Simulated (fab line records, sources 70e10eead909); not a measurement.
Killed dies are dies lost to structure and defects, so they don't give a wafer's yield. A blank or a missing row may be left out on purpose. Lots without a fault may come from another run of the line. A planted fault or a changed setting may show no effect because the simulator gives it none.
Which tool did it? | flow nand_harc | 12 lots, 36 wafers sampled, at 6 steps of a route of 1302

WHAT THE GAUGES READ, wafer by wafer
NHARC_P_ZERO_WELL_CD_MEAS_52: target cd 2000 nm.
lot  | measured     | on        | cd_nm (nm)
L483 | day 2 01:34  | cd_sem-02 | 2002.2 2002.1 2001.6
L484 | day 2 13:07  | cd_sem-02 | 1999.2 2001.0 2001.5
L486 | day 3 08:06  | cd_sem-01 | 2000.3 2000.0 2000.2
L487 | day 3 17:58  | cd_sem-01 | 1999.9 1999.5 1998.0
L491 | day 5 09:45  | cd_sem-03 | 1999.2 1999.0 2000.3
L494 | day 6 16:01  | cd_sem-02 | 1838.0 1836.8 1835.9
L498 | day 8 08:28  | cd_sem-01 | 2001.7 2001.4 1999.7
L502 | day 9 23:34  | cd_sem-03 | 2000.3 1999.3 2001.3
L503 | day 10 09:37 | cd_sem-01 | 1998.1 1999.1 1998.2
L504 | day 10 19:56 | cd_sem-01 | 2000.5 2000.6 2001.8
L505 | day 11 05:49 | cd_sem-01 | 1998.3 2000.7 2000.8
L506 | day 11 15:44 | cd_sem-03 | 1999.4 1997.7 1999.4

NHARC_END_SORT_01.
lot  | measured     | on        | killed_at_array | killed_at_other | killed_at_periphery | killed_dies | killed_open | killed_short
L494 | day 29 01:17 | prober-02 | 47 47 42        | 3 0 0           | 9 3 8               | 59 50 50    | 5 0 2       | 4 2 3

WHICH TOOL RAN EACH LOT (tool, then ch and the chambers of the sampled wafers, then the start)
lot  | NHARC_P_ZERO_WELL_ETCH_62                     | NHARC_P_ZERO_WELL_EXPOSE_49       | NHARC_P_GATE_DEP_103            | NHARC_P_GATE_ETCH_32
L483 | rie_diel-07 ch 1,2,3, day 2 01:24 or earlier  | krf_scanner-02 ch 0, day 2 01:24  | pecvd-03 ch 1,2, day 5 08:05    | rie_si-01 ch 0,1,3, day 5 09:25
L484 | rie_diel-07 ch 0,2,3, day 2 12:58 or earlier  | krf_scanner-01 ch 0, day 2 12:58  | pecvd-02 ch 1,2, day 5 12:40    | rie_si-01 ch 0,1,2, day 5 14:01
L486 | rie_diel-13 ch 0,1,3, day 3 07:56 or earlier  | krf_scanner-02 ch 0, day 3 07:56  | pecvd-03 ch 0,2, day 6 00:23    | rie_si-06 ch 0,1, day 6 01:43
L487 | rie_diel-07 ch 1,3, day 3 17:49 or earlier    | krf_scanner-02 ch 0, day 3 17:49  | pecvd-02 ch 1,2, day 6 15:22    | rie_si-06 ch 0,2,3, day 6 16:32
L491 | rie_diel-13 ch 1,3, day 5 09:35 or earlier    | krf_scanner-04 ch 0, day 5 09:35  | pecvd-01 ch 0,1, day 8 05:10    | rie_si-04 ch 1,2, day 8 06:22
L494 | rie_diel-13 ch 1,2, day 6 15:52 or earlier    | krf_scanner-01 ch 0, day 6 15:52  | pecvd-03 ch 0,1,2, day 9 15:38  | rie_si-01 ch 1,2,3, day 9 16:59
L498 | rie_diel-07 ch 0,1,2, day 8 08:19 or earlier  | krf_scanner-04 ch 0, day 8 08:19  | pecvd-01 ch 0,1,2, day 10 22:30 | rie_si-04 ch 1,2,3, day 10 23:49
L502 | rie_diel-07 ch 0,1,3, day 9 23:25 or earlier  | krf_scanner-01 ch 0, day 9 23:25  | pecvd-02 ch 1,2, day 12 22:01   | rie_si-01 ch 0,1,3, day 12 23:22
L503 | rie_diel-05 ch 0,1,2, day 10 09:28 or earlier | krf_scanner-04 ch 0, day 10 09:28 | pecvd-03 ch 1,2, day 13 09:25   | rie_si-06 ch 1,2,3, day 13 10:43
L504 | rie_diel-07 ch 1,2, day 10 19:47 or earlier   | krf_scanner-01 ch 0, day 10 19:47 | pecvd-01 ch 1,2, day 13 08:49   | rie_si-04 ch 0,1,2, day 13 10:34
L505 | rie_diel-07 ch 0,2,3, day 11 05:39 or earlier | krf_scanner-01 ch 0, day 11 05:39 | pecvd-03 ch 0,1,2, day 13 21:02 | rie_si-06 ch 0,2, day 13 22:22
L506 | rie_diel-07 ch 0,2,3, day 11 15:35 or earlier | krf_scanner-01 ch 0, day 11 15:35 | pecvd-03 ch 0,1,2, day 14 11:12 | rie_si-01 ch 0,1,2, day 14 12:38
- NHARC_P_ZERO_WELL_ETCH_62: etches the open film in CHF3/Ar, target depth 13 nm, time 6.5 s.
- NHARC_P_ZERO_WELL_EXPOSE_49: exposes mask P HVPW, target cd 2000 nm.
- NHARC_P_GATE_DEP_103: deposits SiON, target thk 30 nm.
- NHARC_P_GATE_ETCH_32: etches the open film in HBr/Cl2, target depth 150 nm, time 100.1 s.

WHAT THE TOOLS THEMSELVES READ (means of the sampled wafers that have a number; where no wafer has one, the mark that the record gives instead)
NHARC_P_ZERO_WELL_ETCH_62.
lot  | tool        | drypump_motor_current_A (A) | oes_product_au (a.u.) | rf_fwd_power_W (W) | rf_vpp_V (V) | showerhead_plenum_p_Torr (Torr) | throttle_valve_pct (%)
L483 | rie_diel-07 | 5.9                         | 0.976                 | 486.2              | 371.5        | 2.38                            | 20.217
L484 | rie_diel-07 | 6.1                         | 0.932                 | 486.8              | 371.2        | 2.36                            | 20.220
L486 | rie_diel-13 | 6.3                         | 0.977                 | 491.7              | 370.1        | 2.34                            | 20.210
L487 | rie_diel-07 | 5.8                         | 0.970                 | 487.0              | 370.0        | 2.34                            | 20.218
L491 | rie_diel-13 | 6.3                         | 0.961                 | 490.2              | 372.5        | 2.40                            | 20.217
L494 | rie_diel-13 | 6.3                         | 0.982                 | 488.4              | 371.6        | 2.38                            | 20.213
L498 | rie_diel-07 | 5.9                         | 0.941                 | 486.2              | 368.2        | 2.26                            | 20.207
L502 | rie_diel-07 | 6.0                         | 0.973                 | 489.3              | 370.2        | 2.31                            | 20.212
L503 | rie_diel-05 | 5.7                         | 0.957                 | 488.1              | 373.3        | 2.46                            | 20.216
L504 | rie_diel-07 | 5.9                         | 0.974                 | 488.5              | 369.3        | 2.30                            | 20.222
L505 | rie_diel-07 | 6.1                         | 0.973                 | 488.3              | 369.7        | 2.34                            | 20.216
L506 | rie_diel-07 | 6.0                         | 0.949                 | 487.1              | 371.3        | 2.34                            | 20.216

NHARC_P_GATE_DEP_103.
lot  | tool     | heater_power_w (W) | rf_fwd_power_W (W)
L483 | pecvd-03 | 768                | 348.4
L484 | pecvd-02 | 564                | 348.1
L486 | pecvd-03 | 752                | 347.6
L487 | pecvd-02 | 601                | 348.6
L491 | pecvd-01 | 767                | 346.4
L494 | pecvd-03 | 810                | 347.9
L498 | pecvd-01 | 721                | 348.2
L502 | pecvd-02 | 544                | 349.8
L503 | pecvd-03 | 841                | 349.8
L504 | pecvd-01 | 661                | 347.6
L505 | pecvd-03 | 840                | 348.0
L506 | pecvd-03 | 795                | 348.9

NHARC_P_GATE_ETCH_32.
lot  | tool      | drypump_motor_current_A (A) | oes_product_au (a.u.) | rf_fwd_power_W (W) | throttle_valve_pct (%)
L483 | rie_si-01 | 5.5                         | 1.002                 | 396.4              | 26.400
L484 | rie_si-01 | 5.8                         | 0.997                 | 396.7              | 26.413
L486 | rie_si-06 | 5.6                         | 0.999                 | 396.4              | 26.406
L487 | rie_si-06 | 5.6                         | 0.993                 | 396.8              | 26.409
L491 | rie_si-04 | 5.7                         | 1.004                 | 396.0              | 26.397
L494 | rie_si-01 | 5.6                         | 0.996                 | 395.3              | 26.410
L498 | rie_si-04 | 5.8                         | 0.998                 | 398.8              | 26.407
L502 | rie_si-01 | 5.5                         | 1.000                 | 396.3              | 26.407
L503 | rie_si-06 | 5.8                         | 1.005                 | 396.0              | 26.400
L504 | rie_si-04 | 5.8                         | 0.993                 | 397.3              | 26.403
L505 | rie_si-06 | 5.4                         | 1.003                 | 397.0              | 26.402
L506 | rie_si-01 | 5.8                         | 1.004                 | 396.4              | 26.416

THE ANSWER, worked out from the rows above alone
Rule: what is usual is taken from the lots themselves. Put in order of their means at a reading, lots are off if they are a third of the lots or fewer, leave a main group of 4 or more, and stand apart from it by a gap of 3 or more times the standard deviation of the main group's means; of several such gaps the widest counts. A main group whose means are all the same, to the digits that the tables above print for the reading, isn't used. A lot without any number at a reading at which 4 lots or more have one is off too. The other lots that the step has rows for count as sound. The gauges are gone through in route order, then the tools' own readings, and for those a lot's mean is taken as printed above. The first step at which some lot is off is used, and at that step the reading that is off furthest; a lot without a number counts as furthest.
Off: L494, at NHARC_P_ZERO_WELL_CD_MEAS_52 (cd_nm). The main group: mean 2000.1 nm, standard deviation 0.99.
A tool fits if, at a process step before that reading, it ran every lot that is off, and no sound lot after the first of them. The gauges at NHARC_P_ZERO_WELL_CD_MEAS_52 are tried like those tools. NHARC_P_ZERO_WELL_ETCH_62 gives no start for some lots, so the hours and the order of its lots are those of NHARC_P_ZERO_WELL_EXPOSE_49. Can't be told from this: 2 tools fit, rie_diel-13 at NHARC_P_ZERO_WELL_ETCH_62, cd_sem-02 at NHARC_P_ZERO_WELL_CD_MEAS_52.

WHAT THE SIMULATOR HAD PUT IN
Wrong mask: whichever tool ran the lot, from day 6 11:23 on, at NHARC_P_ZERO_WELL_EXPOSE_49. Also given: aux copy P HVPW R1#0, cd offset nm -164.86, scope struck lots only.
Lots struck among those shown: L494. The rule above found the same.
